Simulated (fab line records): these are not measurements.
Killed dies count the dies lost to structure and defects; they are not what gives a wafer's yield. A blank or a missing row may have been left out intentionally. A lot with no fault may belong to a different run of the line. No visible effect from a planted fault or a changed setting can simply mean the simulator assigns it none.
fab line records | flow n5-finfet
record lots=5 wafers=15 last-day=18
route steps=1938 shown GATE_CUT@472
lots that met no fault: taken from a fault-free run of the same line
start-h: the number of hours between the record's first day and the start of the first shown wafer of the lot | wait-h: hours elapsed since this lot's preceding step | " unchanged from the row above | L1.1+2: one row covering several wafers at once | - no value, or no start given | * or withheld: withheld | < > ~ a bound
route shown NAME@n: NAME is a module with steps in the file, n the number in the route of the first one | usual: the fault-free wafers' mean and standard deviation | same: alike in all rows | chamber/n: place in a boat | sites: per-site readings | _std_site: the values' standard deviation | _edge_site: the outer-site mean with the inner-site mean subtracted | radius-mm: for every site, how far away it sits from the centre of the wafer | mask NAME#n: copy n | behind: the most recent tool/chamber to have shaped the wafer | hold: cause of the lot's hold/its duration in hours/its outcome | device: the n, p or np transistor that did not switch | end of line: the same wafers' tests at the end of the route | where a step has no rows: the recipe by itself | killed: count of dies lost to structure and defects at first sort (not the wafer's yield) | map: a wafer's dies, x killed, . not, _ none there
set.NAME: the setting the step ran with; set.NAME@STEP: the setting that earlier step ran with | model.NAME: the simulator's own value behind a step, which no gauge read
certain route steps with their lots: each step a table, each wafer a row
services: a tool's chamber out of use, with start hour (start-h, from the record's first day; less than 0 if before it), hours out, and reason
## steps
# step N5_GATE_CUT_SRD_32
# recipe time-s=30 temp-c=23 rinse-liquid=diw dry=ipa-marangoni
# usual temp-c=22.99/0.1
# same time-s=30
# columns lot.wafer tool chamber start-h wait-h temp-c
L075.3 wet-bench-02 3 87.59 0.0 22.94
L075.4 " 2 " " 23.02
L075.5 " 1 " " 23.17
L076.1 wet-bench-02 0 92.37 0.0 23.03
L076.2 " 7 " " 23.13
L076.5 " 6 " " 23.04
L084.2 wet-bench-02 3 144.63 0.0 23.08
L084.4 " 5 " " 23.00
L084.5 " 1 " " 22.85
L091.1 wet-bench-03 1 181.71 0.0 23.01
L091.2 " 3 " " 22.67
L091.3 " 2 " " 23.08
L093.1 wet-bench-02 0 196.95 0.0 23.07
L093.3 " 7 " " 23.17
L093.5 " 3 " " 22.87
# step N5_GATE_CUT_SAC_CAP_01
# recipe material=SiNx target-thk-a=240 temp-c=400 ald-precursor-family=SiH2I2 ald-co-reactant=N2/H2-plasma pulse-time-s=1 ald-cycles=480 purge-time-s=2 co-reactant-purge-time-s=2 pressure-torr=2
# usual heater-power-w=844/64 precursor-pulse-height-rel=0.998/0.021
# columns lot.wafer tool chamber start-h wait-h heater-power-w precursor-pulse-height-rel since-wet-clean-h
L075.3 ald-sin-02 3 87.64 0.0 800 0.976 186
L075.4 " 1 " " 778 1.006 186
L075.5 " 0 88.73 1.1 886 0.993 -
L076.1 ald-sin-02 2 92.83 0.4 746 0.987 191
L076.2 " 0 " " 877 0.976 191
L076.5 " 3 93.91 1.5 795 0.994 -
L084.2 ald-sin-01 3 144.89 0.2 930 1.007 45
L084.4 " 0 " " 793 0.962 45
L084.5 " 1 145.97 1.3 853 1.020 -
L091.1 ald-sin-02 3 182.12 0.4 796 1.010 280
L091.2 " 0 " " 901 1.017 280
L091.3 " 2 " " 751 1.010 280
L093.1 ald-sin-03 3 197.00 0.0 835 1.028 6
L093.3 " 1 " " 740 0.977 6
L093.5 " 0 198.09 1.1 914 0.997 -
# step N5_GATE_CUT_PECVD_57
# recipe material=SiNx target-thk-a=210 temp-c=400 precursor=SiH4/NH3/N2 pressure-torr=1.5 rf-w=300
# usual heater-power-w=764/110 showerhead-plenum-p-Torr=5.11/0.057 throttle-valve-pct=39.8/1.4
# columns lot.wafer tool chamber start-h wait-h heater-power-w showerhead-plenum-p-Torr since-wet-clean-h throttle-valve-pct
L075.3 pecvd-02 2 89.83 1.1 809 5.14 221 38.1
L075.4 " 2 " " 799 5.13 - 37.6
L075.5 " 1 " " 845 5.14 - 38.8
L076.1 pecvd-03 2 95.02 1.1 914 5.16 2068 40.1
L076.2 " 1 " " 853 5.04 1343 42.5
L076.5 " 2 " " 901 5.18 - 40.3
L084.2 pecvd-01 2 147.08 1.1 654 5.09 97 39.7
L084.4 " 0 " " 882 5.10 - 40.1
L084.5 " 1 " " 645 5.22 - 38.2
L091.1 pecvd-03 1 184.31 1.1 810 5.06 1432 42.4
L091.2 " 2 " " 892 5.17 2157 40.0
L091.3 " 0 " " 805 5.09 707 41.9
L093.1 pecvd-01 0 199.19 1.1 807 5.11 903 40.2
L093.3 " 2 " " 616 5.11 149 40.3
L093.5 " 0 " " 824 5.10 - 40.0
# step N5_GATE_CUT_CMP_02
# recipe stop-on=SiO2 t-overpolish-s=12.7 post-cmp-clean=alkaline-brush down-force-psi=2.5 platen-rpm=51.8 pad-velocity-m-s=1.0307 target-thk-nm=0
# usual edge-zone-pressure-frac=1.000/0.005 motor-current-A=9.0/1.2 overpolish-run-s=12.699/0.0085 platen-rpm=51.80/0.032 time-to-endpoint-s=26/3.2
# same t-overpolish-s=12.7
# columns lot.wafer tool chamber start-h wait-h edge-zone-pressure-frac motor-current-A overpolish-run-s platen-rpm time-to-endpoint-s
L075.3 cmp-02 1 89.98 0.1 0.999 7.6 12.711 51.77 31
L075.4 " 2 " " 1.004 11.6 12.706 51.83 25
L075.5 " 0 " " 1.001 9.9 12.701 51.81 23
L076.1 cmp-02 0 95.09 0.1 0.994 9.8 12.692 51.76 22
L076.2 " 3 " " 1.006 8.9 12.711 51.80 22
L076.5 " 1 " " 1.002 7.9 12.681 51.77 29
L084.4 cmp-04 1 147.61 0.5 0.998 9.3 12.695 51.79 29
L084.2 " 2 " " 1.001 9.1 12.689 51.73 27
L084.5 " 3 " " 0.995 10.2 12.695 51.79 30
L091.2 cmp-03 2 184.39 0.1 1.003 9.0 12.703 51.77 23
L091.3 " 0 " " 1.000 6.4 12.676 51.81 27
L091.1 " 1 " " 0.998 9.5 12.709 51.80 27
L093.1 cmp-03 0 199.35 0.1 1.005 6.9 12.695 51.81 28
L093.3 " 1 " " 1.002 8.8 12.709 51.82 24
L093.5 " 3 " " 1.006 9.0 12.695 51.78 21
# step N5_GATE_CUT_HM_DEP_46
# recipe material=SiO2 target-thk-a=1300 temp-c=400 precursor=TEOS/O2 pressure-torr=6.5 rf-w=900 teos-flow-sccm=161.4 gas=O2 flow-sccm=2650 time-s=26.6
# usual heater-power-w=568/110 showerhead-plenum-p-Torr=8.330/0.029 throttle-valve-pct=18.7/0.72
# same time-s=26.6
# columns lot.wafer tool chamber start-h wait-h heater-power-w showerhead-plenum-p-Torr since-wet-clean-h throttle-valve-pct
L075.3 pecvd-03 2 90.24 0.0 599 8.382 2063 18.8
L075.4 " 2 " " 621 8.352 - 19.0
L075.5 " 0 " " 653 8.329 - 19.3
L076.1 pecvd-03 1 95.42 0.0 630 8.300 1343 19.8
L076.2 " 2 " " 613 8.345 2068 19.0
L076.5 " 2 " " 621 8.362 - 18.7
L084.2 pecvd-01 1 147.87 0.0 494 8.359 1577 17.9
L084.4 " 0 " " 618 8.327 - 18.7
L084.5 " 2 " " 521 8.329 - 18.8
L091.1 pecvd-01 0 184.72 0.0 634 8.303 889 19.0
L091.2 " 1 " " 418 8.394 1614 17.9
L091.3 " 2 " " 469 8.319 135 18.9
L093.1 pecvd-01 2 199.61 0.0 481 8.311 149 18.6
L093.3 " 1 " " 426 8.358 1628 18.1
L093.5 " 2 " " 471 8.316 - 18.8
# step N5_GATE_CUT_COAT_34
# recipe resist=SOC temp-c=250 time-s=60 spin-rpm=1500 resist-thk-nm=60
# usual heater-power-total-W=500.0/1.8
# same time-s=60
# columns lot.wafer tool chamber start-h wait-h heater-power-total-W
L075.3 litho-track-02 0 90.30 0.0 497.6
L075.4 " 0 " " 500.1
L075.5 " 0 " " 502.4
L076.1 litho-track-04 0 95.49 0.0 503.1
L076.2 " 0 " " 502.1
L076.5 " 0 " " 503.3
L084.2 litho-track-04 0 147.93 0.0 502.1
L084.4 " 0 " " 497.4
L084.5 " 0 " " 499.0
L091.1 litho-track-04 0 184.78 0.0 497.6
L091.2 " 0 " " 498.3
L091.3 " 0 " " 497.4
L093.1 litho-track-02 0 199.68 0.0 498.7
L093.3 " 0 " " 500.4
L093.5 " 0 " " 501.1
# step N5_GATE_CUT_COAT_35
# recipe resist=SiARC temp-c=220 time-s=60 spin-rpm=1500 resist-thk-nm=10
# usual heater-power-total-W=427.6/2.1
# same time-s=60
# columns lot.wafer tool chamber start-h wait-h heater-power-total-W
L075.3 litho-track-02 0 - - 427.9
L075.4 " 0 " " 429.1
L075.5 " 0 " " 424.5
L076.1 litho-track-04 0 - - 424.4
L076.2 " 0 " " 429.9
L076.5 " 0 " " 428.7
L084.2 litho-track-04 0 - - 430.7
L084.4 " 0 " " 429.6
L084.5 " 0 " " 428.3
L091.1 litho-track-04 0 - - 425.9
L091.2 " 0 " " 430.0
L091.3 " 0 " " 425.8
L093.1 litho-track-02 0 - - 425.3
L093.3 " 0 " " 430.4
L093.5 " 0 " " 430.6
# step N5_GATE_CUT_COAT_27
# recipe resist=underlayer temp-c=205 time-s=60 spin-rpm=1500 resist-thk-nm=10
# usual heater-power-total-W=391.4/1.3
# same time-s=60
# columns lot.wafer tool chamber start-h wait-h heater-power-total-W
L075.3 litho-track-02 0 - - 392.5
L075.4 " 0 " " 389.9
L075.5 " 0 " " 391.4
L076.1 litho-track-04 0 - - 392.9
L076.2 " 0 " " 392.2
L076.5 " 0 " " 390.0
L084.2 litho-track-04 0 - - 393.5
L084.4 " 0 " " 390.4
L084.5 " 0 " " 393.0
L091.1 litho-track-04 0 - - 392.6
L091.2 " 0 " " 390.3
L091.3 " 0 " " 393.9
L093.1 litho-track-02 0 - - 389.8
L093.3 " 0 " " 392.2
L093.5 " 0 " " 389.8
# step N5_GATE_CUT_COAT_07
# recipe resist=CAR-EUV spin-rpm=1500 resist-thk-nm=30
# columns lot.wafer tool chamber start-h wait-h
L075.3+4+5 litho-track-02 0 - -
L076.1+2+5 litho-track-04 0 - -
L084.2+4+5 litho-track-04 0 - -
L091.1+2+3 litho-track-04 0 - -
L093.1+3+5 litho-track-02 0 - -
# step N5_GATE_CUT_EBR_09
# recipe solvent=PGMEA ebr-width-mm=1.5
# columns lot.wafer tool chamber start-h wait-h
L075.3+4+5 litho-track-02 0 - -
L076.1+2+5 litho-track-04 0 - -
L084.2+4+5 litho-track-04 0 - -
L091.1+2+3 litho-track-04 0 - -
L093.1+3+5 litho-track-02 0 - -
# step N5_GATE_CUT_SOFTBAKE_08
# recipe temp-c=110 time-s=60 resist=CAR-EUV
# usual heater-power-total-W=175.2/1.7
# same time-s=60
# columns lot.wafer tool chamber start-h wait-h heater-power-total-W
L075.3 litho-track-02 0 - - 177.0
L075.4 " 0 " " 175.9
L075.5 " 0 " " 176.6
L076.1 litho-track-04 0 - - 177.3
L076.2 " 0 " " 174.4
L076.5 " 0 " " 175.8
L084.2 litho-track-04 0 - - 175.3
L084.4 " 0 " " 174.3
L084.5 " 0 " " 174.1
L091.1 litho-track-04 0 - - 173.1
L091.2 " 0 " " 173.6
L091.3 " 0 " " 173.9
L093.1 litho-track-02 0 - - 175.8
L093.3 " 0 " " 174.4
L093.5 " 0 " " 177.6
# step N5_GATE_CUT_EXPOSE_10
# recipe mask-id=GATE_CUT na=0.33 source-shape=annular sigma-inner=0.35 sigma-outer=0.8 polarization=unpolarized target-cd-nm=20 dose-mj=43.25
# columns lot.wafer tool chamber start-h wait-h mask
L075.3+4+5 euv-scanner-02 0 90.58 - GATE_CUT#0
L076.1+2+5 euv-scanner-02 0 95.63 - GATE_CUT#0
L084.2+4+5 euv-scanner-02 0 148.20 - GATE_CUT#0
L091.1+2+3 euv-scanner-01 0 185.04 - GATE_CUT#0
L093.1+3+5 euv-scanner-01 0 199.94 - GATE_CUT#0
# step N5_GATE_CUT_PEB_11
# recipe peb-temp-c=100 peb-time-s=60 resist=CAR-EUV
# usual heater-power-total-W=154.3/1.1
# columns lot.wafer tool chamber start-h wait-h heater-power-total-W
L075.3 litho-track-04 0 90.63 0.0 152.4
L075.4 " 0 " " 155.5
L075.5 " 0 " " 155.3
L076.1 litho-track-04 0 95.69 0.1 155.3
L076.2 " 0 " " 152.8
L076.5 " 0 " " 154.3
L084.2 litho-track-03 0 148.26 0.1 152.7
L084.4 " 0 " " 155.6
L084.5 " 0 " " 152.5
L091.1 litho-track-02 0 185.11 0.1 153.7
L091.2 " 0 " " 152.4
L091.3 " 0 " " 152.5
L093.1 litho-track-02 0 200.00 0.1 154.7
L093.3 " 0 " " 154.5
L093.5 " 0 " " 153.1
# step N5_GATE_CUT_DEVELOP_12
# recipe develop-time-s=30 developer=TMAH resist=CAR-EUV rinse-liquid=surfactant-rinse dry=air-spin dev-temp-c=23
# columns lot.wafer tool chamber start-h wait-h
L075.3+4+5 litho-track-04 0 - -
L076.1+2+5 litho-track-04 0 - -
L084.2+4+5 litho-track-03 0 - -
L091.1+2+3 litho-track-02 0 - -
L093.1+3+5 litho-track-02 0 - -
# step N5_GATE_CUT_CD_MEAS_13
# recipe target-cd-nm=20 landing-energy-ev=500 detector=se-inlens
# usual cd-nm=20.14/0.24
# columns lot.wafer tool chamber start-h wait-h cd-nm
L075.3 cd-sem-01 0 90.70 - 20.25
L075.4 " 0 " " 20.23
L075.5 " 0 " " 19.80
L076.1 cd-sem-03 0 95.76 - 20.45
L076.2 " 0 " " 20.48
L076.5 " 0 " " 20.07
L084.2 cd-sem-03 0 148.33 - 19.95
L084.4 " 0 " " 20.10
L084.5 " 0 " " 19.93
L091.1 cd-sem-01 0 185.18 - 20.74
L091.2 " 0 " " 20.07
L091.3 " 0 " " 20.18
L093.1 cd-sem-02 0 200.07 - 20.16
L093.3 " 0 " " 20.20
L093.5 " 0 " " 20.70
# step N5_GATE_CUT_OVL_MEAS_14
# recipe points-per-wafer=522
# usual GATE_CUT_OVL=-0.3/0.86
# columns lot.wafer tool chamber start-h wait-h GATE_CUT_OVL[nm]
L075.3 overlay-02 0 90.74 0.0 -0.2
L075.4 " 0 " " -0.8
L075.5 " 0 " " -1.6
L076.1 overlay-01 0 95.79 0.0 -1.1
L076.2 " 0 " " -1.5
L076.5 " 0 " " -1.1
L084.2 overlay-02 0 148.36 0.0 -1.8
L084.4 " 0 " " -0.4
L084.5 " 0 " " -0.1
L091.1 overlay-01 0 185.21 0.0 -0.4
L091.2 " 0 " " 0.4
L091.3 " 0 " " -0.1
L093.1 overlay-01 0 200.10 0.0 0.4
L093.3 " 0 " " 0.9
L093.5 " 0 " " 0.0
# step N5_GATE_CUT_INSPECT_15
# recipe mode=adi inspect-instrument=brightfield
# usual raw-defect-count=121/39
# columns lot.wafer tool chamber start-h wait-h raw-defect-count
L075.3 defect-inspect-02 - 90.79 0.0 120
L075.4 " - " " 150
L075.5 " - " " 133
L076.1 defect-inspect-02 - 95.85 0.1 145
L076.2 " - " " 133
L076.5 " - " " 160
L084.2 defect-inspect-01 - 148.42 0.0 203
L084.4 " - " " 208
L084.5 " - " " 130
L091.1 defect-inspect-02 - 185.27 0.1 113
L091.2 " - " " 91
L091.3 " - " " 117
L093.1 defect-inspect-01 - 200.16 0.1 118
L093.3 " - " " 179
L093.5 " - " " 142
# step N5_GATE_CUT_DESCUM_18
# recipe chemistry=O2 time-s=7 source-power-w=50 bias-power-w=20 pressure-mtorr=20 rf-frequency-hz=2.712e+07 temp-c=40 resist=CAR-EUV o2-flow-sccm=225
# usual chamber-pressure-mTorr=20.001/0.017 drypump-motor-current-A=5.5/0.39 oes-product-au=0.79/0.086 rf-vpp-V=243.3/1.1 showerhead-plenum-p-Torr=2.09/0.059 temp-c=40.01/0.11 throttle-valve-pct=20.41/0.25
# same time-s=7
# columns lot.wafer tool chamber start-h wait-h chamber-pressure-mTorr drypump-motor-current-A oes-product-au rf-hours-counter-h rf-vpp-V showerhead-plenum-p-Torr temp-c throttle-valve-pct
L075.3 rie-diel-01 0 90.82 0.0 20.006 6.4 0.68 245 242.7 2.06 39.86 20.38
L075.4 " 1 " " 19.993 5.7 0.80 121 244.5 2.20 40.03 20.47
L075.5 " 2 " " 20.009 5.1 0.91 - 244.8 2.11 39.87 20.26
L076.1 rie-diel-01 3 95.88 0.0 20.013 5.3 0.89 65 242.2 2.10 39.92 20.22
L076.2 " 1 " " 20.013 5.7 0.80 122 244.7 2.20 39.99 20.48
L076.5 " 1 " " 19.985 5.8 0.80 - 244.7 2.20 39.92 20.47
L084.2 rie-diel-04 0 148.45 0.0 20.019 5.3 0.71 219 243.5 2.15 40.02 20.85
L084.4 " 0 " " 20.024 5.3 0.71 - 243.9 2.15 40.15 20.85
L084.5 " 2 " " 20.004 5.6 0.77 - 240.6 2.00 40.02 20.25
L091.1 rie-diel-06 0 185.31 0.0 20.002 5.5 0.73 180 241.6 2.00 39.75 20.90
L091.2 " 1 " " 19.977 5.8 0.70 236 244.0 2.05 39.96 20.29
L091.3 " 2 " " 19.979 5.3 0.85 53 243.6 2.14 39.87 20.14
L093.1 rie-diel-01 0 200.22 0.1 19.984 6.3 0.94 12 243.9 2.05 40.03 19.96
L093.3 " 3 " " 19.990 5.3 0.83 96 244.6 2.09 40.05 20.25
L093.5 " 0 " " 19.988 6.4 0.95 - 243.6 2.05 40.03 19.97
# step N5_GATE_CUT_ETCH_28
# recipe chemistry=N2/H2 target=underlayer target-depth-a=130 mask-material=CAR-EUV time-s=10.4 ion-energy-ev=200 pressure-mtorr=30 source-w=840 bias-w=150 n2-flow-sccm=200 h2-flow-sccm=200 ends=cleared
# usual chamber-pressure-mTorr=29.996/0.029 drypump-motor-current-A=5.5/0.39 etch-rf-on-time-s=10.2/0.45 n2-flow-sccm=200.0/0.64 oes-product-au=0.68/0.076 rf-vpp-V=524.0/2 showerhead-plenum-p-Torr=2.55/0.074 throttle-valve-pct=17.9/0.3
# columns lot.wafer tool chamber start-h wait-h chamber-pressure-mTorr drypump-motor-current-A etch-rf-on-time-s n2-flow-sccm oes-product-au rf-hours-counter-h rf-vpp-V showerhead-plenum-p-Torr throttle-valve-pct
L075.3 rie-diel-01 0 90.86 0.0 29.925 6.4 10.7 199.5 0.58 245 522.9 2.47 17.6
L075.4 " 1 " " 29.995 5.8 11.0 200.8 0.66 121 527.8 2.66 17.9
L075.5 " 2 " " 30.007 5.1 9.4 200.7 0.80 - 524.2 2.59 18.0
L076.1 rie-diel-01 3 95.92 0.0 29.976 5.3 10.0 200.4 0.75 65 526.1 2.59 17.9
L076.2 " 1 " " 30.011 5.8 10.8 200.4 0.67 122 527.6 2.66 17.9
L076.5 " 1 " " 29.903 5.7 10.7 200.7 0.66 - 525.7 2.66 17.9
L084.2 rie-diel-04 0 148.49 0.0 30.022 5.3 10.5 200.8 0.60 219 525.5 2.64 18.5
L084.4 " 0 " " 29.992 5.3 10.6 201.8 0.59 - 526.1 2.64 18.5
L084.5 " 2 " " 29.944 5.6 9.6 200.5 0.67 - 521.1 2.44 17.8
L091.1 rie-diel-06 0 185.34 0.0 29.968 5.5 10.5 200.3 0.62 180 518.8 2.42 18.4
L091.2 " 1 " " 30.035 5.8 10.2 199.4 0.60 236 521.1 2.48 17.7
L091.3 " 2 " " 30.030 5.4 10.5 200.9 0.72 53 525.9 2.58 17.4
L093.1 rie-diel-01 0 200.25 0.0 29.988 6.4 10.2 202.0 0.81 12 522.2 2.46 17.2
L093.3 " 3 " " 30.018 5.3 10.0 199.6 0.72 96 524.2 2.58 18.0
L093.5 " 0 " " 30.056 6.4 10.1 201.5 0.80 - 521.4 2.46 17.2
# step N5_GATE_CUT_ETCH_36
# recipe chemistry=CF4 target=SiARC target-depth-a=130 mask-material=CAR-EUV time-s=21.7 ion-energy-ev=80 pressure-mtorr=40 source-w=545 bias-w=36 Ar_flow_sccm=100 cf4-flow-sccm=100 ends=cleared
# usual chamber-pressure-mTorr=40.00/0.035 drypump-motor-current-A=5.5/0.39 etch-rf-on-time-s=21.4/0.93 oes-product-au=0.68/0.076 rf-vpp-V=184.1/0.99 showerhead-plenum-p-Torr=2.15/0.057 throttle-valve-pct=15.64/0.26
# columns lot.wafer tool chamber start-h wait-h chamber-pressure-mTorr drypump-motor-current-A etch-rf-on-time-s oes-product-au rf-hours-counter-h rf-vpp-V showerhead-plenum-p-Torr throttle-valve-pct
L075.3 rie-diel-01 0 90.88 0.0 39.94 6.4 22.1 0.58 245 184.0 2.11 15.63
L075.4 " 1 " " 40.01 5.8 22.8 0.67 121 186.0 2.24 15.52
L075.5 " 2 " " 40.00 5.1 19.7 0.80 - 184.9 2.19 15.56
L076.1 rie-diel-01 3 95.94 0.0 40.01 5.3 21.0 0.76 65 183.1 2.18 15.55
L076.2 " 1 " " 39.99 5.8 22.9 0.65 122 186.1 2.24 15.52
L076.5 " 1 " " 39.99 5.8 23.0 0.66 - 185.1 2.24 15.52
L084.2 rie-diel-04 0 148.50 0.0 40.01 5.3 22.0 0.60 219 184.1 2.21 16.14
L084.4 " 0 " " 40.04 5.3 22.1 0.60 - 184.6 2.21 16.14
L084.5 " 2 " " 39.95 5.6 20.4 0.67 - 183.0 2.05 15.47
L091.1 rie-diel-06 0 185.36 0.0 40.02 5.5 21.6 0.62 180 182.4 2.06 16.09
L091.2 " 1 " " 40.03 5.8 21.2 0.60 236 182.6 2.11 15.59
L091.3 " 2 " " 39.97 5.3 22.0 0.72 53 184.2 2.18 15.28
L093.1 rie-diel-01 0 200.27 0.0 39.96 6.4 21.5 0.81 12 183.5 2.10 15.13
L093.3 " 3 " " 39.99 5.3 21.0 0.72 96 184.8 2.17 15.61
L093.5 " 0 " " 40.05 6.3 21.3 0.81 - 183.6 2.10 15.13
# step N5_GATE_CUT_ETCH_37
# recipe chemistry=N2/H2 target=SOC target-depth-a=600 overetch-a=120 mask-material=SiARC temp-c=40 time-s=90 ion-energy-ev=200 pressure-mtorr=30 source-w=840 bias-w=150 n2-flow-sccm=200 h2-flow-sccm=200
# usual chamber-pressure-mTorr=29.997/0.027 drypump-motor-current-A=5.5/0.39 n2-flow-sccm=200.0/0.62 oes-product-au=0.71/0.07 rf-vpp-V=524.2/2.1 showerhead-plenum-p-Torr=2.55/0.074 temp-c=39.99/0.11 throttle-valve-pct=17.88/0.3
# same time-s=90
# columns lot.wafer tool chamber start-h wait-h chamber-pressure-mTorr drypump-motor-current-A n2-flow-sccm oes-product-au rf-hours-counter-h rf-vpp-V showerhead-plenum-p-Torr temp-c throttle-valve-pct
L075.3 rie-diel-01 0 90.90 0.0 30.022 6.4 200.7 0.61 245 522.8 2.47 39.83 17.60
L075.4 " 1 " " 29.997 5.7 199.4 0.72 121 527.9 2.66 39.81 17.87
L075.5 " 2 " " 29.954 5.1 199.8 0.79 - 525.5 2.59 39.79 17.88
L076.1 rie-diel-01 3 95.96 0.0 30.011 5.3 200.1 0.78 65 524.4 2.59 40.07 17.92
L076.2 " 1 " " 29.967 5.8 200.5 0.71 122 527.6 2.66 40.01 17.86
L076.5 " 1 " " 30.007 5.8 200.0 0.72 - 526.6 2.66 40.06 17.87
L084.2 rie-diel-04 0 148.53 0.0 30.007 5.3 199.5 0.63 219 526.3 2.64 40.00 18.47
L084.4 " 0 " " 29.988 5.3 199.9 0.64 - 525.6 2.64 40.01 18.47
L084.5 " 2 " " 29.995 5.6 199.8 0.68 - 521.3 2.44 39.83 17.79
L091.1 rie-diel-06 0 185.39 0.0 29.980 5.5 200.2 0.65 180 520.2 2.42 39.97 18.33
L091.2 " 1 " " 30.002 5.8 199.4 0.62 236 524.5 2.48 40.08 17.66
L091.3 " 2 " " 29.953 5.4 199.7 0.76 53 525.4 2.58 40.03 17.41
L093.1 rie-diel-01 0 200.30 0.0 30.004 6.4 200.7 0.84 12 522.1 2.46 39.79 17.15
L093.3 " 3 " " 30.016 5.3 199.3 0.74 96 523.8 2.58 39.91 17.96
L093.5 " 0 " " 29.959 6.4 200.1 0.84 - 521.8 2.46 39.99 17.15
# step N5_GATE_CUT_STRIP_38
# recipe chemistry=N2/H2 temp-c=40 n2-flow-sccm=200 h2-flow-sccm=200 rf-frequency-hz=6e+07
# columns lot.wafer tool chamber start-h wait-h
L075.3+4+5 rie-diel-01 0,1,2 90.97 0.0
L076.1+2+5 rie-diel-01 3,1,1 96.03 0.0
L084.2+4+5 rie-diel-04 0,0,2 148.59 0.0
L091.1+2+3 rie-diel-06 0,1,2 185.45 0.0
L093.1+3+5 rie-diel-01 0,3,0 200.36 0.0
# step N5_GATE_CUT_STRIP_39
# recipe chemistry=N2/H2 temp-c=40 n2-flow-sccm=200 h2-flow-sccm=200 rf-frequency-hz=6e+07
# columns lot.wafer tool chamber start-h wait-h
L075.3+4+5 rie-diel-01 0,1,2 90.98 0.0
L076.1+2+5 rie-diel-01 3,1,1 96.04 0.0
L084.2+4+5 rie-diel-04 0,0,2 148.60 0.0
L091.1+2+3 rie-diel-06 0,1,2 185.46 0.0
L093.1+3+5 rie-diel-01 0,3,0 200.37 0.0
# step N5_GATE_CUT_HM_OPEN_40
# recipe chemistry=C4F6/O2 target=SiO2 mask-material=SiARC target-depth-a=1390 time-s=85.1 ion-energy-ev=250 pressure-mtorr=30 source-w=345 bias-w=185 Ar_flow_sccm=300 C4F6_flow_sccm=10 O2_flow_sccm=10 ends=cleared
# usual chamber-pressure-mTorr=29.999/0.029 drypump-motor-current-A=5.5/0.39 etch-rf-on-time-s=93/3 oes_ar_750_au=0.79/0.081 oes-product-au=0.72/0.079 rf-vpp-V=664/16 showerhead-plenum-p-Torr=2.86/0.087 throttle-valve-pct=20.99/0.26
# columns lot.wafer tool chamber start-h wait-h chamber-pressure-mTorr drypump-motor-current-A etch-rf-on-time-s oes_ar_750_au oes-product-au rf-hours-counter-h rf-vpp-V showerhead-plenum-p-Torr throttle-valve-pct
L075.3 rie-diel-01 0 90.99 0.0 30.014 6.4 94 0.68 0.62 245 664 2.79 20.79
L075.4 " 1 " " 29.975 5.8 96 0.78 0.72 121 677 2.99 21.02
L075.5 " 2 " " 30.004 5.1 88 0.90 0.83 - 648 2.91 21.04
L076.1 rie-diel-01 3 96.05 0.0 29.992 5.3 90 0.87 0.80 65 687 2.92 21.08
L076.2 " 1 " " 30.026 5.8 94 0.78 0.72 122 677 2.99 21.02
L076.5 " 1 " " 29.955 5.8 97 0.78 0.71 - 678 2.99 21.00
L084.2 rie-diel-04 0 148.61 0.0 30.025 5.3 94 0.71 0.63 219 672 2.94 21.47
L084.4 " 0 " " 30.031 5.3 98 0.72 0.63 - 673 2.94 21.47
L084.5 " 2 " " 30.020 5.6 93 0.79 0.70 - 673 2.72 20.71
L091.1 rie-diel-06 0 185.47 0.0 30.001 5.5 94 0.74 0.65 180 638 2.72 21.31
L091.2 " 1 " " 30.046 5.7 94 0.70 0.62 236 670 2.79 20.75
L091.3 " 2 " " 30.026 5.3 95 0.84 0.75 53 672 2.90 20.64
L093.1 rie-diel-01 0 200.38 0.0 30.017 6.3 90 0.93 0.86 12 665 2.78 20.42
L093.3 " 3 " " 29.975 5.3 90 0.83 0.77 96 688 2.90 21.11
L093.5 " 0 " " 29.968 6.4 92 0.93 0.86 - 663 2.78 20.43
# step N5_GATE_CUT_STRIP_41
# recipe chemistry=CF4 resist=SiARC power-w=300 bias-power-w=75 pressure-mtorr=50 cf4-flow-sccm=150 rf-frequency-hz=6e+07
# usual chamber-pressure-mTorr=50.00/0.046 drypump-motor-current-A=5.5/0.39 oes-product-au=0.181/0.018 rf-vpp-V=271.2/1.3 showerhead-plenum-p-Torr=1.80/0.042 throttle-valve-pct=13.60/0.27
# columns lot.wafer tool chamber start-h wait-h chamber-pressure-mTorr drypump-motor-current-A oes-product-au rf-hours-counter-h rf-vpp-V showerhead-plenum-p-Torr throttle-valve-pct
L075.3 rie-diel-01 0 91.05 0.0 50.00 6.3 0.158 245 271.0 1.78 13.65
L075.4 " 1 " " 50.04 5.7 0.180 121 274.4 1.86 13.44
L075.5 " 2 " " 49.97 5.1 0.203 - 271.3 1.84 13.48
L076.1 rie-diel-01 3 96.11 0.0 50.07 5.3 0.195 65 272.2 1.81 13.45
L076.2 " 1 " " 50.08 5.7 0.185 122 272.1 1.86 13.43
L076.5 " 1 " " 50.08 5.8 0.189 - 271.9 1.86 13.43
L084.2 rie-diel-04 0 148.68 0.0 50.09 5.3 0.165 219 271.6 1.85 14.11
L084.4 " 0 " " 49.91 5.3 0.164 - 271.5 1.85 14.09
L084.5 " 2 " " 49.91 5.6 0.177 - 269.4 1.72 13.46
L091.1 rie-diel-06 0 185.53 0.0 50.01 5.5 0.168 180 268.8 1.74 14.05
L091.2 " 1 " " 49.97 5.7 0.162 236 269.7 1.77 13.65
L091.3 " 2 " " 50.08 5.3 0.193 54 270.5 1.82 13.24
L093.1 rie-diel-01 0 200.44 0.0 49.89 6.3 0.214 12 270.3 1.77 13.12
L093.3 " 3 " " 50.00 5.3 0.194 96 269.6 1.80 13.50
L093.5 " 0 " " 50.05 6.4 0.210 - 270.9 1.77 13.11
## services
# columns tool chamber start-h hours kind
ald-sin-02 - 70.20 2.8 pm
euv-scanner-02 - 70.59 12.0 pm
euv-scanner-02 - 82.59 1.0 pm
cmp-03 - 83.51 1.3 repair
pecvd-01 2 85.10 4.3 repair
euv-scanner-01 - 87.84 1.0 pm
rie-diel-01 3 104.50 11.1 repair
rie-diel-04 1 105.80 7.0 repair
rie-diel-06 - 111.06 0.4 repair
cmp-02 - 125.53 1.5 repair
euv-scanner-02 - 135.04 1.0 pm
cmp-03 - 136.22 13.2 pm
rie-diel-01 0 136.49 4.9 repair
euv-scanner-02 - 136.81 3.8 repair
cmp-02 - 141.88 13.1 pm
euv-scanner-02 - 155.60 1.1 repair
pecvd-01 - 164.25 1.5 repair
rie-diel-06 0 168.69 3.0 repair
pecvd-01 - 174.71 1.9 repair
ald-sin-02 2 174.87 1.4 repair
ald-sin-02 1 175.26 2.0 repair
euv-scanner-02 - 182.23 4.6 pm
euv-scanner-02 - 191.19 1.0 pm
euv-scanner-02 - 196.55 1.3 repair
## key
fault none
